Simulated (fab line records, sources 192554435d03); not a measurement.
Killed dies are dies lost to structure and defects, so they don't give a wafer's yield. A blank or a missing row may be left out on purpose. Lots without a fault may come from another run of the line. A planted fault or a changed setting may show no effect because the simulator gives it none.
Chamber matching | flow n5_finfet | N5_BEOL_M0_SAQP_ILD_DEP_01 on pecvd-02: 3 sister chambers
The step deposits SiOC from DEMS/O2, target thk 45.419 nm, time 8.7 s. 6 wafers are shown with their chamber, then 7 later ones without.

WAFERS WITH THEIR CHAMBER
wafer  | chamber | throttle_valve_pct (%) | showerhead_plenum_p_Torr (Torr)
L084.4 | 0       | 12.8                   | 5.685
L084.5 | 1       | 13.3                   | 5.677
L085.4 | 2       | 11.6                   | 5.695
L085.5 | 0       | 13.2                   | 5.672
L089.1 | 2       | 11.6                   | 5.672
L089.2 | 1       | 13.1                   | 5.684

WAFERS WITHOUT THEIR CHAMBER
wafer  | throttle_valve_pct (%) | showerhead_plenum_p_Torr (Torr)
L089.6 | 11.6                   | 5.706
L090.1 | 13.0                   | 5.669
L090.2 | 11.9                   | 5.689
L090.4 | 11.5                   | 5.695
L092.1 | 11.6                   | 5.701
L092.3 | 12.9                   | 5.680
L092.4 | 11.6                   | 5.689

WHICH CHAMBER EACH WENT THROUGH
wafer  | from the rows above     | in truth
L089.6 | 2                       | 2
L090.1 | can't be placed: 0 or 1 | 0
L090.2 | 2                       | 2
L090.4 | 2                       | 2
L092.1 | 2                       | 2
L092.3 | can't be placed: 0 or 1 | 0
L092.4 | 2                       | 2
Placed correctly: 5 of 7. Can't be placed from these rows: 2 (the true chamber is among the candidates in 2). Placed wrongly: 0.
How it was worked out, from the rows above alone: a wafer's distance from a chamber is the root of the sum, over the readings, of the square of ((its reading less the chamber's mean) divided by the reading's scatter). The wafer belongs to the nearest chamber; if the next one is less than 2 further off, it can't be placed. A chamber's mean is the mean of its shown wafers. The scatter: the root of (the sum of the squares of (reading less its chamber's mean) over the shown wafers, divided by (wafers less chambers)).
